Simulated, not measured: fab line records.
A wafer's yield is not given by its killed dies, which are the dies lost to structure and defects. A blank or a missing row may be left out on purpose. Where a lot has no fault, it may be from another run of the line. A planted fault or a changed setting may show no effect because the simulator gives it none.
Struck lot and sound lot, side by side / flow n5 finfet / 41 steps out of a route of 1938
Sound: wafers L150.1, L150.2, L150.3. Wafers struck: L155.1, L155.4, L155.5. The cause is given at the end.
Per side, at each step with rows, come the tool, then ch with its chambers, and then its first start. Under that, the readings that differ: sound wafers / struck wafers / difference of the means / sigmas: that difference in standard deviations of wafers without a fault.
alike: words and numbers the same on both sides, and readings whose means are apart by under 2 such deviations; not compared: readings that were withheld, readings missing a value for some wafer, numbers with overlapping values and no deviation given by the record, and bounds like >300 which may hide the same value.
The two part at a step that has a row with sigmas, a row that says differs or no value, or rows on one side only. Numbers that don't overlap but have no deviation are shown without sigmas and don't part them. Lack of a reading on every wafer of one side parts them only where that side has two or more wafers.

first, 2 steps without rows for these wafers: N5_BEOL_M3_ANNEAL_82 (time 240 s); N5_BEOL_M3_SPUTTER_86 (material Cu, target thk 4.5 nm, time 8.29 s).
N5_BEOL_M3_ANNEAL_87: time 240 s.
  sound on pvd sputter-02 at day 8 10:01; struck on pvd sputter-01 at day 8 15:49
  alike: heater power w
then, 6 steps without rows for these wafers: N5_BEOL_M3_SPUTTER_88 (material Cu, target thk 4.5 nm, time 8.29 s); N5_BEOL_M3_ANNEAL_89 (time 240 s); N5_BEOL_M3_SPUTTER_90 (material Cu, target thk 4.5 nm, time 8.29 s); N5_BEOL_M3_ANNEAL_91 (time 240 s); N5_BEOL_M3_SPUTTER_92 (material Cu, target thk 4.5 nm, time 8.29 s); N5_BEOL_M3_ANNEAL_93 (time 240 s).
N5_BEOL_M3_SPUTTER_94: material Cu, target thk 4.5 nm, time 8.29 s.
  sound on pvd sputter-02 at day 8 10:49; struck on pvd sputter-01 at day 8 16:37
  alike: throttle valve pct
then, 2 steps without rows for these wafers: N5_BEOL_M3_ANNEAL_95 (time 240 s); N5_BEOL_M3_SPUTTER_96 (material Cu, target thk 4.5 nm, time 8.29 s).
N5_BEOL_M3_ECD_50: material Cu, target thk 300 nm.
  sound on ecd cu-02 ch 0,1, day 8 11:08; struck on ecd cu-02 ch 1, day 8 16:57
then, 2 steps without rows for these wafers: N5_BEOL_M3_ANNEAL_51 (time 90 s); N5_BEOL_M3_CMP_52 (polishes, stops on SiOC, t overpolish 6.8 s, target thk 40 nm).
N5_BEOL_M3_THK_MEAS_53: measures by xrf.
  sound on film metro-02 at day 8 12:05; struck on film metro-02 at day 8 17:41
  alike: M3_THK
then, 4 steps without rows for these wafers: N5_BEOL_M3_PRE_CLEAN_60 (time 15 s); N5_BEOL_M3_CO_CAP_55 (material Co, precursor CCTBA/H2, target thk 2 nm, time 102.1 s); N5_BEOL_M3_PRE_CLEAN_56 (time 15 s); N5_BEOL_M3_DEP_57 (deposits SiCN from 3MS/NH3, target thk 8 nm, time 14 s).
N5_BEOL_M3_RS_MEAS_58: a four-point-probe measurement.
  sound on film metro-01 at day 8 12:20; struck on film metro-02 at day 8 17:57
  alike: M3_RS
then, 1 step without rows for these wafers: N5_BEOL_M4_ILD_DEP_00 (deposits SiOC from DEMS/O2, target thk 79 nm, time 15.3 s).
N5_BEOL_M4_THK_MEAS_01:
  sound on film metro-02 at day 8 12:28; struck on film metro-02 at day 8 18:05
  alike: M4_ILD_THK
then, 1 step without rows for these wafers: N5_BEOL_M4_PECVD_72 (deposits SiO2 from TEOS/O2, target thk 16 nm, time 18 s).
N5_BEOL_M4_HM_DEP_02: deposits TiN, target thk 20 nm.
  sound on pvd sputter-03 at day 8 13:40; struck on pvd sputter-02 at day 8 20:08
  alike: throttle valve pct
then, 9 steps without rows for these wafers: N5_BEOL_M4_COAT_61 (time 60 s, resist thk 60 nm); N5_BEOL_M4_COAT_62 (time 60 s, resist thk 12 nm); N5_BEOL_M4_COAT_73 (time 60 s, resist thk 5 nm); N5_BEOL_M4_COAT_05 (resist thk 30 nm); N5_BEOL_M4_EBR_07; N5_BEOL_M4_SOFTBAKE_06 (time 60 s); N5_BEOL_M4_EXPOSE_08 (exposes mask M4); N5_BEOL_M4_PEB_09 (peb time 60 s); N5_BEOL_M4_DEVELOP_10 (develop time 30 s).
N5_BEOL_M4_CD_MEAS_11: target cd 16.79 nm.
  sound on cd sem-01 ch 0, day 8 14:12; struck on cd sem-03 ch 0, day 8 20:32
  alike: cd nm
N5_BEOL_M4_OVL_MEAS_12:
  sound on overlay-02 ch 0, day 8 14:14; struck on overlay-01 ch 0, day 8 20:34
  alike: M4_OVL
then, 2 steps without rows for these wafers: N5_BEOL_M4_DESCUM_16 (chemistry O2, time 7 s); N5_BEOL_M4_ETCH_74 (etches underlayer in N2/H2, target depth 6.5 nm, time 5.2 s).
N5_BEOL_M4_ETCH_63: etches SiARC in CF4, target depth 15.6 nm, time 26 s.
  sound on rie diel-04 ch 0,1,3, day 8 14:43; struck on rie diel-06 ch 2,3, day 8 20:49
  alike: drypump motor current A, etch rf on time s, mfc ar sccm, oes product au, rf vpp V, showerhead plenum p Torr, throttle valve pct
  not compared: rf hours counter h
N5_BEOL_M4_ETCH_64: etches SOC in N2/H2, target depth 75 nm, overetch 22.5 nm, time 121.9 s.
  sound on rie diel-04 ch 0,1,3, day 8 14:45; struck on rie diel-06 ch 2,3, day 8 20:50
  alike: drypump motor current A, oes product au, rf vpp V, showerhead plenum p Torr, throttle valve pct
  not compared: rf hours counter h
-- here the record skips 5 days between the struck wafers' starts before and after, leaving off in module BEOL_M4 and picking up in module PASSIVATION (first step shown: number 1936 of the route) --
N5_PASSIVATION_PROBE_49:
  only the struck wafers here have rows in the record (prober-01, day 13 14:48); the sound ones have none

== WHERE THEY PART ==
N5_PASSIVATION_PROBE_49 only, going by this record.

WHY: what the simulator had put in
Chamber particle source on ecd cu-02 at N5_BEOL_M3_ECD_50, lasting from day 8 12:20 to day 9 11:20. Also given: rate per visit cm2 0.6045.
